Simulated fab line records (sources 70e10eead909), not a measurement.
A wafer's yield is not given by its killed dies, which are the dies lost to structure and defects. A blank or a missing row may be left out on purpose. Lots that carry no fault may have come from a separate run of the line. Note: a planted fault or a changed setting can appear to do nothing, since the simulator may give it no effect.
Problem report in the 8D (eight disciplines) form, filled by code    flow nand harc    the parts of the form that need people (team, actions taken, sign-off) are left out

1. THE PROBLEM
killed at array at NHARC_END_SORT_01 reads a mean of 672 on 9 wafers of 3 lots; wafers without a fault read 59 with a standard deviation of 20. That is +31 standard deviations from the usual mean.
The first sign was on wafer L795.3 at day 28 06:17, on prober-01. Wafers with a number at this step in the record: 9, from 3 lots. By rule, "out" or "out of limits" means more than 4 standard deviations away from the usual mean. The other wafers with a number count as sound.

2. WHAT IT IS; WHAT IT IS NOT
question                     is                            is not
which readings at this step  killed at array, killed dies  killed at periphery
which lots                   L794, L795, L796              -
which wafers of those lots   all that have a number        -
read on which gauges         prober-01, prober-02          -
when                         from day 28 06:17             up to then (0 sound wafers)

3. SUSPECTS, AND WHAT RULES EACH OUT
Counting: a tool stays on the suspect list if, at a process step up to the reading, it processed all lots that are out and no sound lot following the first of them.
- the gauge at NHARC_END_SORT_01: ruled out. The wafers that are out were read on 2 gauges (prober-01, prober-02).
- lpcvd poly-02 at NHARC_A_DECK1_JOINT_CVD_12 (deposits poly-Si, target thk 90 nm, time 1800 s): kept. It ran every lot that is out, first L794 (day 15 04:26), and no sound lot after that.
Left after counting: lpcvd poly-02 at NHARC_A_DECK1_JOINT_CVD_12.

4. THE CAUSE (what the simulator had put in)
Skipped step whole: lpcvd poly-02, from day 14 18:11 on, at NHARC_A_DECK1_JOINT_CVD_12. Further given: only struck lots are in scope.
Counting left only this tool.

5. THE EFFECT CHAIN, in route order
One row per reading whose mean, taken over the struck wafers that have a number, lies over 3 standard deviations from the usual. Only readings whose record carries a usual standard deviation are examined. hours: median over the lots of the time between each lot's start at the first step of this table that gives one and its start at this step. sigmas: the change, counted in usual standard deviations.
hours  step               reading          usual  on struck wafers  change  sigmas
0      NHARC_END_SORT_01  killed at array  59     672               +613    +31
0      NHARC_END_SORT_01  killed dies      63     677               +614    +29
Readings that are blank on the struck wafers while sound wafers have them: pressure mtorr at NHARC_A_DECK1_JOINT_CVD_12; run length s at NHARC_A_DECK1_JOINT_CVD_12.

6. WHAT WOULD HAVE CAUGHT IT SOONER
In this record the first reading out of limits at a measuring or inspecting step was taken at day 28 06:17, 324 hours after the fault began at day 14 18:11.
At NHARC_A_DECK1_JOINT_CVD_12 the tool's readings are blank on the struck wafers, where sound wafers have them: an empty tool record is the first sign, and it was there at once.
Each of the lots that are out, 3 in all, had begun NHARC_A_DECK1_JOINT_CVD_12 on lpcvd poly-02 no later than day 28 06:17. Tool hold at that time: it would have spared none of them.
